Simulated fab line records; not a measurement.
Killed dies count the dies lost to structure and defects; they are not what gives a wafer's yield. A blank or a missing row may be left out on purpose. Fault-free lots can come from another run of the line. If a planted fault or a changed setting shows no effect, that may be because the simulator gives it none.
Chamber matching | flow n5_finfet | 4 sister chambers for N5_BEOL_M3_STRIP_66 on rie_diel-03
The step strips in CF4. 8 wafers are shown with their chamber, then 10 later ones without.

## EACH WAFER AND ITS CHAMBER
wafer  | chamber | drypump_motor_current_A (A) | showerhead_plenum_p_Torr (Torr)
L079.3 | 0       | 5.4                         | 1.79
L085.5 | 0       | 5.4                         | 1.79
L085.6 | 3       | 6.1                         | 1.91
L089.1 | 3       | 6.0                         | 1.90
L089.2 | 2       | 6.2                         | 1.82
L089.4 | 1       | 6.0                         | 1.70
L093.1 | 1       | 6.0                         | 1.70
L093.4 | 2       | 6.2                         | 1.82

## WAFERS WITH NO CHAMBER GIVEN
wafer  | drypump_motor_current_A (A) | showerhead_plenum_p_Torr (Torr)
L093.6 | 6.2                         | 1.82
L094.1 | 6.1                         | 1.90
L094.2 | 5.4                         | 1.79
L094.3 | 6.2                         | 1.82
L095.1 | 6.0                         | 1.70
L095.2 | 6.0                         | 1.90
L095.3 | 6.1                         | 1.82
L097.1 | 6.2                         | 1.82
L097.3 | 6.0                         | 1.90
L097.6 | 6.2                         | 1.82

## EACH ONE'S CHAMBER
wafer  | from the rows above | in truth
L093.6 | 2                   | 2
L094.1 | 3                   | 3
L094.2 | 0                   | 0
L094.3 | 2                   | 2
L095.1 | 1                   | 1
L095.2 | 3                   | 3
L095.3 | 2                   | 2
L097.1 | 2                   | 2
L097.3 | 3                   | 3
L097.6 | 2                   | 2
Correctly placed: 10 of 10. Can't be placed from these rows: 0. Placed wrongly: 0.
How it was worked out, from the rows above alone: a wafer's distance from a chamber is the root of the sum, over the readings, of the square of ((its reading less the chamber's mean) divided by the reading's scatter). If the next closest chamber is less than 2 further off than the closest, the wafer can't be placed; otherwise it belongs to the closest. For every chamber, the mean is computed from those of its wafers that are shown. The scatter: take each reading less its chamber's mean, square it, sum over the shown wafers, divide by the number of wafers less the number of chambers, and take the root.
